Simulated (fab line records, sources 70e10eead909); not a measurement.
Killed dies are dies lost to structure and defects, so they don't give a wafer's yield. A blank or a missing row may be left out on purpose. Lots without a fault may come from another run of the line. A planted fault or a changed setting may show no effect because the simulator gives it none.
Which tool did it? | flow nand_harc | 6 lots, 18 wafers sampled, at 2 steps of a route of 1159

WHAT THE GAUGES READ, wafer by wafer
NHARC_P_GATE_CD_MEAS_26: target cd 120 nm.
lot  | measured     | on        | cd_nm (nm)
L559 | day 4 21:46  | cd_sem-01 | 117.3 119.8 117.5
L562 | day 5 19:17  | cd_sem-01 | 120.2 120.7 120.8
L566 | day 6 15:37  | cd_sem-02 | 120.5 119.0 120.3
L568 | day 7 05:55  | cd_sem-01 | 118.5 118.9 118.5
L572 | day 8 03:38  | cd_sem-03 | 118.7 119.9 120.2
L580 | day 10 00:01 | cd_sem-03 | 129.4 131.2 132.0

WHICH TOOL RAN EACH LOT (tool, then ch and the chambers of the sampled wafers, then the start)
lot  | NHARC_P_GATE_EXPOSE_23
L559 | arfi_scanner-02 ch 0, day 4 21:38
L562 | arfi_scanner-02 ch 0, day 5 19:09
L566 | arfi_scanner-02 ch 0, day 6 15:29
L568 | arfi_scanner-03 ch 0, day 7 05:47
L572 | arfi_scanner-02 ch 0, day 8 03:29
L580 | arfi_scanner-01 ch 0, day 9 23:53
- NHARC_P_GATE_EXPOSE_23: exposes mask P GATE, target cd 120 nm.

THE ANSWER, worked out from the rows above alone
Rule: what is usual is taken from the lots themselves. Put in order of their means at a reading, lots are off if they are a third of the lots or fewer, leave a main group of 4 or more, and stand apart from it by a gap of 3 or more times the standard deviation of the main group's means; of several such gaps the widest counts. A main group whose means are all the same, to the digits that the tables above print for the reading, isn't used. A lot without any number at a reading at which 4 lots or more have one is off too. The other lots that the step has rows for count as sound.
Off: L580, at NHARC_P_GATE_CD_MEAS_26 (cd_nm). The main group: mean 119.4 nm, standard deviation 0.86.
A tool fits if, at a process step before that reading, it ran every lot that is off, and no sound lot after the first of them. The gauges at NHARC_P_GATE_CD_MEAS_26 are tried like those tools. Can't be told from this: 2 tools fit, arfi_scanner-01 at NHARC_P_GATE_EXPOSE_23, cd_sem-03 at NHARC_P_GATE_CD_MEAS_26.

WHAT THE SIMULATOR HAD PUT IN
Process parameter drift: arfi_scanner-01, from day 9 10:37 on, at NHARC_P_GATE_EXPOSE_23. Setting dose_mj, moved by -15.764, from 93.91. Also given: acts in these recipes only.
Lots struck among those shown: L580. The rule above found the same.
